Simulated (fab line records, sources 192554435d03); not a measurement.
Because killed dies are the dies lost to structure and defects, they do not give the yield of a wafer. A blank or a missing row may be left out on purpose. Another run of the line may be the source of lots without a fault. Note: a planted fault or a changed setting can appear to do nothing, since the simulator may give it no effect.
8D (eight disciplines) problem report, filled in by code ; flow n5-finfet ; the parts of the form that need people (team, actions taken, sign-off) are left out

1. WHAT WENT WRONG
cd-nm at N5_BEOL_M15_CD_MEAS_28 reads a mean of 396.5 nm on 6 wafers of 2 lots; wafers without a fault read 408.8 nm with a standard deviation of 2.3. Measured from the usual mean, that is -5.4 standard deviations.
The step: target cd 407.6 nm.
Seen first at day 16 14:49 on cd-sem-02, wafer L231.1. The record holds 35 wafers of 13 lots with a number at this step. By rule, "out" or "out of limits" means more than 4 standard deviations away from the usual mean. The rest of the wafers with a number are treated as sound.

2. WHAT IT IS; WHAT IT IS NOT
question;is;is not
which readings at this step;cd-nm;-
which lots;L231, L235;L213, L215, L216, L217, L218, L221, L222, L223, L224, L225, L232
which wafers of those lots;all that have a number;-
read on which gauges;cd-sem-02, cd-sem-03;cd-sem-01
when;from day 16 14:49;"up to then (26 sound wafers); but 3 sound wafers of L232 came after"

3. WHAT RULES OUT EACH SUSPECT
Counting: a tool stays on the suspect list if, at a process step up to the reading, it processed all lots that are out and no sound lot following the first of them.
- ruled out: the gauge at N5_BEOL_M15_CD_MEAS_28. Those wafers that are out were read across 2 gauges (cd-sem-02, cd-sem-03).
- litho-track-02 at N5_BEOL_M15_PEB_26 (peb time 90 s): kept. All lots that are out passed through it, beginning with L231 at day 16 14:43, and no sound lot followed; its final sound lot before that point was L224 at day 14 12:32. Its own heater-power-total-W, plate-temp-C readings are out on those wafers.
After counting, what remains is litho-track-02 at N5_BEOL_M15_PEB_26.

4. THE CAUSE (what the simulator had put in)
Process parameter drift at N5_BEOL_M15_PEB_26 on litho-track-02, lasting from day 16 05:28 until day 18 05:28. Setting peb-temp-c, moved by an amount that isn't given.
The count eliminated every tool but this one.

5. THE EFFECT CHAIN, in route order
One row per reading whose mean, taken over the struck wafers that have a number, lies over 3 standard deviations from the usual. Scope: only readings with a usual standard deviation given in the record; hours: median across lots of the time from each lot's start at the first step in this table that gives one to its start at this step; sigmas: change in usual standard deviations.
hours;step;reading;usual;on struck wafers;change;sigmas
0;N5_BEOL_M15_PEB_26;heater-power-total-W;172.6 W;167.3;-5.3;-7.0
0;N5_BEOL_M15_PEB_26;plate-temp-C;130.00 C;126.80;-3.20;-25
0;N5_BEOL_M15_CD_MEAS_28;cd-nm;408.8 nm;396.5;-12.3;-5.4
Process steps it contains:
- N5_BEOL_M15_PEB_26: peb time 90 s.
Later steps that measure or inspect, where all struck wafers having a row at the step show a number for every such reading and not one has moved that far: N5_BEOL_M15_INSPECT_30.

6. HOW IT WOULD HAVE BEEN CAUGHT EARLIER
In this record the first reading out of limits at a measuring or inspecting step was taken at day 16 14:49, 9 hours after the fault began at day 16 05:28.
The tool's own readings at N5_BEOL_M15_PEB_26 were out on every struck wafer that the step has a row for (heater-power-total-W, plate-temp-C): an alarm limit on them would have fired on the first of those.
L235, from the lots that are out (2), started N5_BEOL_M15_PEB_26 on litho-track-02 later than day 16 14:49. Putting the tool on hold at that point would have spared it.
